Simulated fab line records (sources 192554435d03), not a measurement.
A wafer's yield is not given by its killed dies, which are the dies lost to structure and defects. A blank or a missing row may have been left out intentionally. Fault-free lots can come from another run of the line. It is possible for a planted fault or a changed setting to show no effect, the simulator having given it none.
fab line records + flow n5-finfet
record:
- lots: 10
- wafers: 30
- last-day: 17
route steps=1938 shown BEOL_M6@1215
lots with no fault: from the same line, run without faults
start-h: the number of hours between the record's first day and the start of the first shown wafer of the lot + wait-h: hours from the lot's prior step to this one + " repeats the value in the row above + L1.1+2: several wafers, shown together as one row + - no value present, or no start provided + * or withheld: withheld + < > ~ a bound
route shown NAME@n: a module of which the file shows steps, and the number in the route of the first + usual: mean/standard deviation of fault-free wafers + same: alike in all rows + chamber/n: place in a boat + sites: per-site readings + _std_site: how widely they spread, as a standard deviation + _edge_site: outer sites' mean less inner sites' + radius-mm: for every site, how far away it sits from the centre of the wafer + mask NAME#n: copy n + behind: the last tool/chamber to shape the wafer + hold: what put the lot on hold/how long, in hours/how the hold closed + device: transistor that didn't switch, given as n, p or np + end of line: tests of these same wafers at the route's end + where a step has no rows: the recipe by itself + killed: count of dies lost to structure and defects at first sort (not the wafer's yield) + map: a wafer's dies, x killed, . not, _ none there
set.NAME: the setting the step ran with; set.NAME@STEP: the setting that earlier step ran with + model.NAME: the simulator's own value behind a step, which no gauge read
one table for each step of the route and one row for each wafer, over a sample of lots
services: a tool's chamber out of use, with start hour (start-h, from the record's first day; less than 0 if before it), hours out, and reason
== steps ==
step: N5_BEOL_M6_HM_OPEN_17
recipe:
- chemistry: Cl2/BCl3
- target-depth-a: 200
- overetch-a: 60
- target: TiN
- mask-material: SOC
- ion-energy-ev: 150
- pressure-mtorr: 10
- icp-w: 1000
- bias-w: 126
- Cl2_flow_sccm: 53.25
- bcl3-flow-sccm: 21.75
- Ar_flow_sccm: 25
usual:
- drypump-motor-current-A: 5.7/0.5
- oes_ar_750_au: 0.73/0.11
- oes-product-au: 0.63/0.098
- throttle-valve-pct: 22.12/0.23
| lot.wafer | tool         | chamber | start-h | wait-h | drypump-motor-current-A | oes_ar_750_au | oes-product-au | rf-hours-counter-h | throttle-valve-pct |
|-----------|--------------|---------|---------|--------|-------------------------|---------------|----------------|--------------------|--------------------|
| L980.1    | rie-metal-03 | 0       | 191.04  | 0.0    | 5.4                     | 0.64          | 0.56           | 103                | 22.41              |
| L980.4    | "            | 0       | "       | "      | 5.5                     | 0.64          | 0.56           | -                  | 22.41              |
| L980.5    | "            | 1       | "       | "      | 5.7                     | 0.61          | 0.53           | -                  | 22.33              |
| L979.2    | rie-metal-03 | 1       | 191.29  | 0.0    | 5.7                     | 0.61          | 0.52           | 124                | 22.35              |
| L979.5    | "            | 1       | "       | "      | 5.7                     | 0.61          | 0.52           | -                  | 22.33              |
| L979.6    | "            | 0       | "       | "      | 5.5                     | 0.64          | 0.55           | -                  | 22.44              |
| L982.2    | rie-metal-02 | 0       | 212.90  | 0.2    | 5.6                     | 0.62          | 0.53           | 121                | 21.90              |
| L982.3    | "            | 0       | "       | "      | 5.6                     | 0.62          | 0.53           | -                  | 21.92              |
| L982.6    | "            | 1       | "       | "      | 5.3                     | 0.82          | 0.71           | -                  | 22.08              |
| L983.2    | rie-metal-03 | 1       | 217.17  | 0.0    | 5.7                     | 0.60          | 0.52           | 128                | 22.33              |
| L983.3    | "            | 1       | "       | "      | 5.7                     | 0.60          | 0.52           | -                  | 22.33              |
| L983.4    | "            | 0       | "       | "      | 5.4                     | 0.64          | 0.55           | -                  | 22.43              |
| L988.2    | rie-metal-02 | 1       | 239.30  | 0.0    | 5.4                     | 0.81          | 0.71           | 21                 | 22.03              |
| L988.3    | "            | 0       | "       | "      | 5.5                     | 0.62          | 0.53           | -                  | 21.93              |
| L988.4    | "            | 1       | "       | "      | 5.4                     | 0.81          | 0.70           | -                  | 22.03              |
| L991.3    | rie-metal-01 | 1       | 256.09  | 0.1    | 5.2                     | 0.94          | 0.81           | -                  | 22.10              |
| L991.4    | "            | 0       | "       | "      | 6.7                     | 0.77          | 0.66           | -                  | 21.86              |
| L991.6    | "            | 0       | "       | "      | 6.7                     | 0.77          | 0.66           | -                  | 21.87              |
| L994.2    | rie-metal-01 | 0       | 278.97  | 0.0    | 6.8                     | 0.77          | 0.65           | 42                 | 21.87              |
| L994.5    | "            | 1       | "       | "      | 5.2                     | 0.92          | 0.79           | -                  | 22.09              |
| L994.6    | "            | 0       | "       | "      | 6.8                     | 0.77          | 0.65           | -                  | 21.88              |
| L995.1    | rie-metal-02 | 1       | 297.79  | 0.0    | 5.4                     | 0.78          | 0.67           | 30                 | 22.09              |
| L995.2    | "            | 0       | "       | "      | 5.6                     | 0.94          | 0.82           | 2                  | 21.65              |
| L995.4    | "            | 0       | "       | "      | 5.6                     | 0.94          | 0.81           | -                  | 21.65              |
| L997.2    | rie-metal-03 | 0       | 301.03  | 0.0    | 5.5                     | 0.62          | 0.54           | 118                | 22.45              |
| L997.4    | "            | 1       | "       | "      | 5.7                     | 0.87          | 0.78           | -                  | 21.99              |
| L997.5    | "            | 0       | "       | "      | 5.4                     | 0.62          | 0.54           | -                  | 22.45              |
| L998.4    | rie-metal-03 | 0       | 316.41  | 0.1    | 5.5                     | 0.61          | 0.53           | -                  | 22.46              |
| L998.5    | "            | 0       | "       | "      | 5.4                     | 0.61          | 0.53           | -                  | 22.46              |
| L998.6    | "            | 0       | "       | "      | 5.4                     | 0.61          | 0.53           | -                  | 22.45              |
step: N5_BEOL_M6_CD_MEAS_18
recipe:
- pitch-nm: 80
- target-cd-nm: 40
usual:
- cd-nm: 40.1/0.52
| lot.wafer | tool      | chamber | start-h | wait-h | cd-nm |
|-----------|-----------|---------|---------|--------|-------|
| L980.1    | cd-sem-03 | -       | 191.22  | 0.0    | 40.3  |
| L980.4    | "         | -       | "       | "      | 40.6  |
| L980.5    | "         | -       | "       | "      | 40.2  |
| L979.2    | cd-sem-03 | -       | 191.47  | 0.1    | 40.0  |
| L979.5    | "         | -       | "       | "      | 39.8  |
| L979.6    | "         | -       | "       | "      | 40.1  |
| L982.2    | cd-sem-02 | -       | 213.29  | 0.1    | 41.6  |
| L982.3    | "         | -       | "       | "      | 41.0  |
| L982.6    | "         | -       | "       | "      | 40.8  |
| L983.2    | cd-sem-03 | -       | 217.40  | 0.1    | 39.2  |
| L983.3    | "         | -       | "       | "      | 39.6  |
| L983.4    | "         | -       | "       | "      | 40.1  |
| L988.2    | cd-sem-02 | -       | 239.48  | 0.1    | 41.1  |
| L988.3    | "         | -       | "       | "      | 40.4  |
| L988.4    | "         | -       | "       | "      | 40.6  |
| L991.3    | cd-sem-01 | -       | 256.28  | 0.1    | 39.7  |
| L991.4    | "         | -       | "       | "      | 39.8  |
| L991.6    | "         | -       | "       | "      | 39.2  |
| L994.2    | cd-sem-03 | -       | 279.17  | 0.1    | 40.3  |
| L994.5    | "         | -       | "       | "      | 39.6  |
| L994.6    | "         | -       | "       | "      | 40.0  |
| L995.1    | cd-sem-03 | -       | 297.98  | 0.0    | 40.3  |
| L995.2    | "         | -       | "       | "      | 40.1  |
| L995.4    | "         | -       | "       | "      | 40.0  |
| L997.2    | cd-sem-03 | -       | 301.21  | 0.1    | 40.6  |
| L997.4    | "         | -       | "       | "      | 40.5  |
| L997.5    | "         | -       | "       | "      | 40.1  |
| L998.4    | cd-sem-02 | -       | 316.69  | 0.1    | 40.1  |
| L998.5    | "         | -       | "       | "      | 40.4  |
| L998.6    | "         | -       | "       | "      | 40.1  |
step: N5_BEOL_M6_ETCH_66
recipe:
- chemistry: N2/H2
- target: SOC
- target-depth-a: 800
- overetch-a: 160
- mask-material: SiARC
- temp-c: 40
- time-s: 120
- ion-energy-ev: 200
- pressure-mtorr: 30
- source-w: 840
- bias-w: 150
- n2-flow-sccm: 200
- h2-flow-sccm: 200
usual:
- drypump-motor-current-A: 5.8/0.4
- oes-product-au: 0.64/0.066
- rf-fwd-power-W: 835.9/2.8
- rf-vpp-V: 524.7/3
- showerhead-plenum-p-Torr: 2.57/0.1
- throttle-valve-pct: 17.81/0.21
| lot.wafer | tool        | chamber | start-h | wait-h | drypump-motor-current-A | oes-product-au | rf-fwd-power-W | rf-hours-counter-h | rf-vpp-V | showerhead-plenum-p-Torr | throttle-valve-pct |
|-----------|-------------|---------|---------|--------|-------------------------|----------------|----------------|--------------------|----------|--------------------------|--------------------|
| L980.1    | rie-diel-05 | 3       | 192.66  | 0.0    | 5.7                     | 0.71           | 832.8          | 18                 | 522.0    | 2.49                     | 17.64              |
| L980.4    | "           | 1       | "       | "      | 5.5                     | 0.74           | 827.8          | 6                  | 523.3    | 2.50                     | 17.63              |
| L980.5    | "           | 2       | "       | "      | 6.0                     | 0.53           | 836.6          | -                  | 526.5    | 2.61                     | 18.14              |
| L979.2    | rie-diel-06 | 0       | 193.28  | 0.0    | 5.7                     | 0.74           | 836.2          | 4                  | 527.4    | 2.71                     | 17.64              |
| L979.5    | "           | 2       | "       | "      | 6.3                     | 0.71           | 834.4          | -                  | 528.5    | 2.72                     | 17.50              |
| L979.6    | "           | 1       | "       | "      | 5.2                     | 0.55           | 837.8          | -                  | 525.0    | 2.62                     | 18.07              |
| L982.2    | rie-diel-06 | 0       | 214.91  | 0.0    | 5.7                     | 0.72           | 837.6          | 16                 | 527.0    | 2.70                     | 17.67              |
| L982.3    | "           | 2       | "       | "      | 6.3                     | 0.69           | 834.3          | 27                 | 528.1    | 2.72                     | 17.53              |
| L982.6    | "           | 1       | "       | "      | 5.2                     | 0.55           | 835.0          | -                  | 527.1    | 2.62                     | 18.10              |
| L983.2    | rie-diel-06 | 2       | 219.61  | 0.0    | 6.3                     | 0.69           | 834.9          | 29                 | 529.1    | 2.72                     | 17.54              |
| L983.3    | "           | 0       | "       | "      | 5.7                     | 0.72           | 838.3          | 18                 | 528.2    | 2.70                     | 17.67              |
| L983.4    | "           | 1       | "       | "      | 5.2                     | 0.55           | 833.7          | 216                | 525.2    | 2.61                     | 18.09              |
| L988.2    | rie-diel-06 | 1       | 240.38  | 0.0    | 5.2                     | 0.54           | 839.2          | 223                | 525.0    | 2.61                     | 18.13              |
| L988.3    | "           | 0       | "       | "      | 5.7                     | 0.70           | 837.4          | 25                 | 529.2    | 2.70                     | 17.68              |
| L988.4    | "           | 2       | "       | "      | 6.3                     | 0.68           | 1044.2         | 36                 | 490.7    | 2.71                     | 17.56              |
| L991.3    | rie-diel-06 | 1       | 256.91  | 0.0    | 5.2                     | 0.55           | 840.1          | 230                | 526.7    | 2.61                     | 18.12              |
| L991.4    | "           | 3       | "       | "      | 5.6                     | 0.69           | 835.7          | 17                 | 521.5    | 2.49                     | 17.72              |
| L991.6    | "           | 2       | "       | "      | 6.3                     | 0.67           | 1037.1         | -                  | 492.5    | 2.71                     | 17.56              |
| L994.2    | rie-diel-05 | 1       | 279.81  | 0.0    | 5.5                     | 0.70           | 829.9          | 36                 | 523.0    | 2.48                     | 17.70              |
| L994.5    | "           | 3       | "       | "      | 5.7                     | 0.67           | 834.6          | -                  | 522.0    | 2.48                     | 17.70              |
| L994.6    | "           | 0       | "       | "      | 5.8                     | 0.61           | 836.3          | -                  | 529.0    | 2.68                     | 18.24              |
| L995.1    | rie-diel-02 | 2       | 299.55  | 0.0    | 5.6                     | 0.56           | 832.4          | 177                | 520.5    | 2.43                     | 18.06              |
| L995.2    | "           | 1       | "       | "      | 5.6                     | 0.66           | 837.7          | 52                 | 521.1    | 2.49                     | 17.66              |
| L995.4    | "           | 3       | "       | "      | 6.6                     | 0.57           | 838.3          | 140                | 526.8    | 2.66                     | 17.71              |
| L997.2    | rie-diel-02 | 0       | 302.25  | 0.0    | 6.1                     | 0.66           | 837.6          | 56                 | 521.3    | 2.49                     | 17.82              |
| L997.4    | "           | 3       | "       | "      | 6.6                     | 0.58           | 836.8          | 141                | 528.5    | 2.66                     | 17.71              |
| L997.5    | "           | 2       | "       | "      | 5.7                     | 0.56           | 836.0          | -                  | 519.3    | 2.43                     | 18.06              |
| L998.4    | rie-diel-02 | 0       | 317.56  | 0.0    | 6.1                     | 0.65           | 836.2          | 62                 | 521.1    | 2.48                     | 17.82              |
| L998.5    | "           | 2       | "       | "      | 5.7                     | 0.56           | 831.8          | -                  | 520.2    | 2.43                     | 18.08              |
| L998.6    | "           | 3       | "       | "      | 6.6                     | 0.57           | 835.1          | -                  | 526.9    | 2.65                     | 17.70              |
step: N5_BEOL_M6_ETCH_41
recipe:
- chemistry: CH3F/O2
- target: SiCN
- target-depth-a: 297
- taper-deg: 2
- time-s: 52
- ion-energy-ev: 120
- mask-material: TiN
- pressure-mtorr: 30
- source-w: 395
- bias-w: 75
- Ar_flow_sccm: 150
- CH3F_flow_sccm: 30
- O2_flow_sccm: 20
usual:
- CH3F_flow_sccm: 30.02/0.086
- drypump-motor-current-A: 5.8/0.4
- oes-product-au: 0.83/0.089
- rf-fwd-power-W: 391.1/1.3
- rf-vpp-V: 297.8/1.8
- showerhead-plenum-p-Torr: 2.02/0.08
- throttle-valve-pct: 16.30/0.26
| lot.wafer | tool        | chamber | start-h | wait-h | CH3F_flow_sccm | drypump-motor-current-A | oes-product-au | rf-fwd-power-W | rf-hours-counter-h | rf-vpp-V | showerhead-plenum-p-Torr | throttle-valve-pct |
|-----------|-------------|---------|---------|--------|----------------|-------------------------|----------------|----------------|--------------------|----------|--------------------------|--------------------|
| L980.1    | rie-diel-05 | 3       | -       | -      | 29.81          | 5.7                     | 0.92           | 391.0          | 18                 | 297.2    | 1.96                     | 16.13              |
| L980.4    | "           | 1       | "       | "      | 30.00          | 5.4                     | 0.99           | 388.2          | 6                  | 296.8    | 1.97                     | 16.09              |
| L980.5    | "           | 2       | "       | "      | 30.06          | 6.0                     | 0.68           | 392.6          | -                  | 295.9    | 2.05                     | 16.70              |
| L979.2    | rie-diel-06 | 0       | -       | -      | 30.12          | 5.7                     | 0.97           | 392.8          | 4                  | 300.7    | 2.13                     | 16.17              |
| L979.5    | "           | 2       | "       | "      | 29.97          | 6.3                     | 0.92           | 391.0          | -                  | 300.1    | 2.13                     | 15.92              |
| L979.6    | "           | 1       | "       | "      | 30.08          | 5.2                     | 0.72           | 391.1          | -                  | 300.3    | 2.07                     | 16.70              |
| L982.2    | rie-diel-06 | 0       | -       | -      | 29.97          | 5.7                     | 0.93           | 391.2          | 16                 | 300.2    | 2.13                     | 16.18              |
| L982.3    | "           | 2       | "       | "      | 30.03          | 6.3                     | 0.90           | 391.2          | 27                 | 300.5    | 2.12                     | 15.95              |
| L982.6    | "           | 1       | "       | "      | 29.96          | 5.2                     | 0.71           | 391.0          | -                  | 298.3    | 2.06                     | 16.71              |
| L983.2    | rie-diel-06 | 2       | -       | -      | 30.06          | 6.4                     | 0.89           | 391.2          | 29                 | 298.9    | 2.12                     | 15.96              |
| L983.3    | "           | 0       | "       | "      | 30.08          | 5.7                     | 0.93           | 390.2          | 18                 | 299.4    | 2.13                     | 16.18              |
| L983.4    | "           | 1       | "       | "      | 30.01          | 5.2                     | 0.70           | 390.3          | 216                | 298.7    | 2.06                     | 16.74              |
| L988.2    | rie-diel-06 | 1       | -       | -      | 30.21          | 5.2                     | 0.70           | 392.3          | 223                | 298.1    | 2.06                     | 16.75              |
| L988.3    | "           | 0       | "       | "      | 30.13          | 5.7                     | 0.91           | 392.6          | 25                 | 299.6    | 2.12                     | 16.21              |
| L988.4    | "           | 2       | "       | "      | 30.04          | 6.3                     | 0.88           | 391.0          | 36                 | 299.1    | 2.12                     | 15.97              |
| L991.3    | rie-diel-06 | 1       | -       | -      | 29.95          | 5.2                     | 0.71           | 389.6          | 230                | 299.9    | 2.06                     | 16.74              |
| L991.4    | "           | 3       | "       | "      | 30.13          | 5.6                     | 0.91           | 388.5          | 17                 | 297.9    | 1.96                     | 16.19              |
| L991.6    | "           | 2       | "       | "      | 29.96          | 6.3                     | 0.88           | 393.3          | -                  | 299.7    | 2.12                     | 15.96              |
| L994.2    | rie-diel-05 | 1       | -       | -      | 30.12          | 5.5                     | 0.92           | 389.0          | 37                 | 296.7    | 1.96                     | 16.15              |
| L994.5    | "           | 3       | "       | "      | 29.94          | 5.7                     | 0.87           | 390.5          | -                  | 294.9    | 1.95                     | 16.19              |
| L994.6    | "           | 0       | "       | "      | 29.98          | 5.7                     | 0.81           | 391.9          | -                  | 298.7    | 2.10                     | 16.67              |
| L995.1    | rie-diel-02 | 2       | -       | -      | 29.89          | 5.6                     | 0.72           | 391.4          | 177                | 295.6    | 1.91                     | 16.64              |
| L995.2    | "           | 1       | "       | "      | 29.98          | 5.6                     | 0.87           | 392.1          | 52                 | 296.3    | 1.95                     | 16.10              |
| L995.4    | "           | 3       | "       | "      | 30.10          | 6.6                     | 0.75           | 392.4          | 141                | 299.4    | 2.09                     | 16.24              |
| L997.2    | rie-diel-02 | 0       | -       | -      | 30.05          | 6.1                     | 0.85           | 392.0          | 56                 | 296.2    | 1.95                     | 16.13              |
| L997.4    | "           | 3       | "       | "      | 30.00          | 6.6                     | 0.74           | 390.5          | 141                | 298.8    | 2.09                     | 16.25              |
| L997.5    | "           | 2       | "       | "      | 30.12          | 5.7                     | 0.72           | 390.6          | -                  | 294.0    | 1.91                     | 16.64              |
| L998.4    | rie-diel-02 | 0       | -       | -      | 30.18          | 6.1                     | 0.85           | 392.2          | 62                 | 295.9    | 1.95                     | 16.14              |
| L998.5    | "           | 2       | "       | "      | 29.96          | 5.7                     | 0.73           | 392.1          | -                  | 296.4    | 1.91                     | 16.64              |
| L998.6    | "           | 3       | "       | "      | 30.02          | 6.6                     | 0.74           | 392.1          | -                  | 300.1    | 2.09                     | 16.26              |
== services ==
| tool         | chamber | start-h | hours | kind                          |
|--------------|---------|---------|-------|-------------------------------|
| rie-diel-06  | 0       | 172.32  | -     | clean                         |
| rie-diel-06  | 0       | 172.32  | -     | consumable-replace:focus-ring |
| rie-diel-06  | 0       | 172.32  | -     | consumable-replace:showerhead |
| rie-diel-06  | 0       | 172.32  | 12.7  | scheduled-down                |
| rie-diel-06  | 0       | 172.32  | 12.7  | vent-cycle                    |
| rie-diel-06  | 3       | 184.99  | -     | clean                         |
| rie-diel-06  | 3       | 184.99  | -     | consumable-replace:focus-ring |
| rie-diel-06  | 3       | 184.99  | 25.0  | scheduled-down                |
| rie-diel-06  | 3       | 184.99  | 25.0  | vent-cycle                    |
| rie-metal-01 | 0       | 192.64  | 4.8   | repair                        |
| rie-metal-01 | -       | 199.62  | 14.6  | pm                            |
| rie-diel-05  | -       | 202.85  | 11.3  | repair                        |
| rie-diel-02  | 2       | 225.20  | 7.3   | repair                        |
| rie-metal-03 | 1       | 239.36  | 5.0   | repair                        |
| rie-metal-03 | 1       | 244.78  | -     | clean                         |
| rie-metal-02 | 0       | 249.36  | 7.9   | repair                        |
| rie-metal-01 | -       | 251.04  | 0.7   | repair                        |
| rie-diel-06  | -       | 265.39  | 0.7   | repair                        |
| rie-diel-06  | -       | 270.83  | 0.2   | repair                        |
| rie-diel-02  | 0       | 279.12  | 2.5   | repair                        |
| rie-diel-06  | 2       | 288.40  | 8.9   | repair                        |
| rie-diel-06  | 1       | 304.37  | 12.7  | repair                        |
| rie-diel-02  | 2       | 312.47  | 4.1   | repair                        |
| rie-metal-03 | 1       | 313.58  | 5.8   | repair                        |
== key ==
first-sign:
- step: N5_BEOL_M6_ETCH_66
- reading: rf-fwd-power-W
- direction: up
- sigmas: 74
- usual: *
- struck: *
effect:
- step: N5_BEOL_M6_ETCH_66
- reading: rf-vpp-V
- direction: down
- sigmas: 11
- usual: 524.7
- struck: 491.6
met-at N5_BEOL_M6_ETCH_66
struck-lots L988,L991
struck-wafers L988.4,L991.6
not-acting-at N5_BEOL_M6_HM_OPEN_17,N5_BEOL_M6_CD_MEAS_18,N5_BEOL_M6_ETCH_41
onset-between 219.61 240.38
fault:
- kind: process-parameter-drift
- tool: rie-diel-06
- chamber: 2
- onset-h: 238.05
- steps: N5_BEOL_M6_ETCH_66
- channel: source-w
- offset: 201.6
- shape: step
- end-h: 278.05
- acts-in: these-recipes-only
- stated: 840
